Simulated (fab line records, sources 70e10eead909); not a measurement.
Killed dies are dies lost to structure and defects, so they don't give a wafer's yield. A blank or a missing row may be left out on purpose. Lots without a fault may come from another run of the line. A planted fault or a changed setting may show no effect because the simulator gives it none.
One fault seen from 2 desks | flow nand_harc | each desk has only its own numbers; what lay behind them comes last

THE TOOL OWNER'S DESK: acl_dep-02
The tool's own readings at NHARC_A_CHANNEL_HOLE_D2_DEP_00 (deposits aC, target thk 3100 nm): means of the sampled wafers that have a number, for each lot that ran on this tool. A lot is out of limits, marked OUT, if its mean lies more than 4 standard deviations from the usual mean; the brackets give that distance.
Columns: A = throttle_valve_pct at NHARC_A_CHANNEL_HOLE_D2_DEP_00, usual 35.000 %
lot  | first seen here | A
L195 | day 13 14:41    | 35.001
L197 | day 14 18:19    | 35.001
L199 | day 15 04:56    | 34.998
L200 | day 15 21:47    | 34.988
L201 | day 16 16:12    | 34.997
L203 | day 17 03:28    | 35.003
L212 | day 20 20:13    | 35.001
L216 | day 22 19:55    | 35.000
This desk's finding: nothing out of limits on any of the 8 lots.

THE METROLOGY DESK
What the gauges read, lot by lot, whatever tool the lot ran on: means of the sampled wafers that have a number. A lot is out of limits, marked OUT, if its mean lies more than 4 standard deviations from the usual mean; the brackets give that distance.
Columns: A = thk_nm at NHARC_A_BONDPAD_THK_MEAS_30, usual 200.2 nm
lot  | first seen here | A
L193 | day 22 18:13    | 199.0
L194 | day 23 11:13    | 199.2
L195 | day 23 14:06    | 201.1
L197 | day 24 10:35    | 202.7
L199 | day 25 00:09    | 201.3
L200 | day 25 15:13    | 200.6
L202 | day 26 19:15    | 200.2
L210 | day 29 14:05    | 200.6
L211 | day 31 03:40    | 200.1
L212 | day 31 04:54    | 200.8
L216 | day 32 08:13    | 198.2
This desk's finding: nothing out of limits on any of the 11 lots.

PUT TOGETHER
The tool owner's desk saw nothing out of limits.
The metrology desk saw nothing out of limits.

WHAT THE SIMULATOR HAD PUT IN
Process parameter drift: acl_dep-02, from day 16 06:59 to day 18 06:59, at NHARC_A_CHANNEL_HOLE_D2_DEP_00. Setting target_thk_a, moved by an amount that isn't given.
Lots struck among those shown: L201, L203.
